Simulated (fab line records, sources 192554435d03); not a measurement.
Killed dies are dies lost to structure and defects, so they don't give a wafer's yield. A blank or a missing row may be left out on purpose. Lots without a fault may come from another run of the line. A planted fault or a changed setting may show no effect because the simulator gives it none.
Chamber matching | flow n5_finfet | N5_BEOL_M0_SAQP_ETCH_101 on rie_diel-01: 4 sister chambers
The step etches SiNx in CH3F/O2, target depth 29.9 nm, time 42.7 s. 20 wafers are shown with their chamber, then 10 later ones without.

WAFERS WITH THEIR CHAMBER
wafer  | chamber | drypump_motor_current_A (A) | showerhead_plenum_p_Torr (Torr) | throttle_valve_pct (%)
L074.1 | 2       | 5.1                         | 2.11                            | 16.50
L074.2 | 3       | 5.9                         | 1.99                            | 16.35
L074.3 | 1       | 6.4                         | 1.99                            | 16.46
L074.4 | 3       | 5.9                         | 1.99                            | 16.37
L074.5 | 2       | 5.1                         | 2.11                            | 16.50
L074.6 | 1       | 6.4                         | 1.99                            | 16.47
L075.1 | 3       | 5.9                         | 1.99                            | 16.36
L075.3 | 2       | 5.1                         | 2.11                            | 16.50
L075.5 | 2       | 5.1                         | 2.11                            | 16.50
L078.2 | 2       | 5.1                         | 2.11                            | 16.51
L078.4 | 1       | 6.4                         | 1.99                            | 16.48
L078.6 | 1       | 6.4                         | 1.99                            | 16.47
L086.1 | 2       | 5.1                         | 2.11                            | 16.53
L086.4 | 3       | 6.0                         | 1.98                            | 16.39
L086.6 | 0       | 6.2                         | 1.90                            | 16.67
L090.1 | 1       | 6.4                         | 1.99                            | 16.51
L090.2 | 2       | 5.1                         | 2.10                            | 16.54
L090.6 | 1       | 6.4                         | 1.99                            | 16.53
L092.1 | 3       | 5.9                         | 1.98                            | 16.40
L092.2 | 0       | 6.2                         | 1.90                            | 16.70

SIGNATURES (means of the wafers above)
reading                  | chamber 0 | chamber 1 | chamber 2 | chamber 3 | scatter within a chamber
drypump_motor_current_A  | 6.200     | 6.400     | 5.100     | 5.920     | 0.0224
showerhead_plenum_p_Torr | 1.9000    | 1.9900    | 2.1086    | 1.9860    | 0.00359
throttle_valve_pct       | 16.6850   | 16.4867   | 16.5114   | 16.3740   | 0.0218
Rule: a wafer's distance from a chamber is the root of the sum, over the readings, of the square of ((its reading less the chamber's mean) divided by the reading's scatter). The wafer belongs to the nearest chamber; if the next one is less than 2 further off, it can't be placed. The scatter: the root of (the sum of the squares of (reading less its chamber's mean) over the shown wafers, divided by (wafers less chambers)).

WAFERS WITHOUT THEIR CHAMBER
wafer  | drypump_motor_current_A (A) | showerhead_plenum_p_Torr (Torr) | throttle_valve_pct (%)
L092.6 | 6.2                         | 1.90                            | 16.70
L093.1 | 6.4                         | 1.98                            | 16.51
L093.4 | 5.1                         | 2.10                            | 16.54
L093.5 | 6.2                         | 1.90                            | 16.71
L094.1 | 6.2                         | 1.90                            | 16.70
L094.5 | 6.4                         | 1.98                            | 16.52
L094.6 | 6.2                         | 1.90                            | 16.69
L095.1 | 6.2                         | 1.89                            | 16.73
L095.2 | 5.9                         | 1.98                            | 16.40
L095.4 | 6.4                         | 1.98                            | 16.53

WHICH CHAMBER EACH WENT THROUGH
wafer  | from the rows above | in truth
L092.6 | 0                   | 0
L093.1 | 1                   | 1
L093.4 | 2                   | 2
L093.5 | 0                   | 0
L094.1 | 0                   | 0
L094.5 | 1                   | 1
L094.6 | 0                   | 0
L095.1 | 0                   | 0
L095.2 | 3                   | 3
L095.4 | 1                   | 1
Placed correctly: 10 of 10. Can't be placed from these rows: 0. Placed wrongly: 0.
